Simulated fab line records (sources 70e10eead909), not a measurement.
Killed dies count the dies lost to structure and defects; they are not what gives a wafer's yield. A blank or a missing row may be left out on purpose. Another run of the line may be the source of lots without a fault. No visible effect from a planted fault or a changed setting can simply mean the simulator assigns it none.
Matching of chambers + flow nand-harc + 4 sister chambers for NHARC_A_WL_FILL_ETCHBACK_26 on rie-si-03
The step etches the open film in HBr, target depth 52 nm, time 13.3 s. 4 wafers are shown with their chamber, then 7 later ones without.

## WAFERS, EACH WITH ITS CHAMBER
| wafer  | chamber | drypump-motor-current-A (A) |
|--------|---------|-----------------------------|
| L425.5 | 2       | 5.7                         |
| L435.6 | 3       | 5.2                         |
| L438.1 | 1       | 6.2                         |
| L438.3 | 0       | 6.6                         |

## WAFERS MISSING THEIR CHAMBER
| wafer  | drypump-motor-current-A (A) |
|--------|-----------------------------|
| L438.4 | 5.7                         |
| L439.2 | 5.3                         |
| L439.4 | 5.7                         |
| L439.6 | 5.2                         |
| L444.1 | 6.2                         |
| L444.2 | 5.7                         |
| L444.6 | 6.6                         |

## WHICH CHAMBER EACH WENT THROUGH
| wafer  | from the rows above | in truth |
|--------|---------------------|----------|
| L438.4 | 2                   | 2        |
| L439.2 | 3                   | 3        |
| L439.4 | 2                   | 2        |
| L439.6 | 3                   | 3        |
| L444.1 | 1                   | 1        |
| L444.2 | 2                   | 2        |
| L444.6 | 0                   | 0        |
7 of 7 placed correctly. Can't be placed from these rows: 0. 0 placed wrongly.
How it was worked out, from the rows above alone: a wafer's distance from a chamber is the root of the sum, over the readings, of the square of ((its reading less the chamber's mean) divided by the reading's scatter). The wafer belongs to the nearest chamber; if the next one is less than 2 further off, it can't be placed. Each chamber's mean is taken over the wafers shown for it. The scatter: root of mean squared gap, hidden wafer to nearest shown wafer, with one shown wafer a chamber.
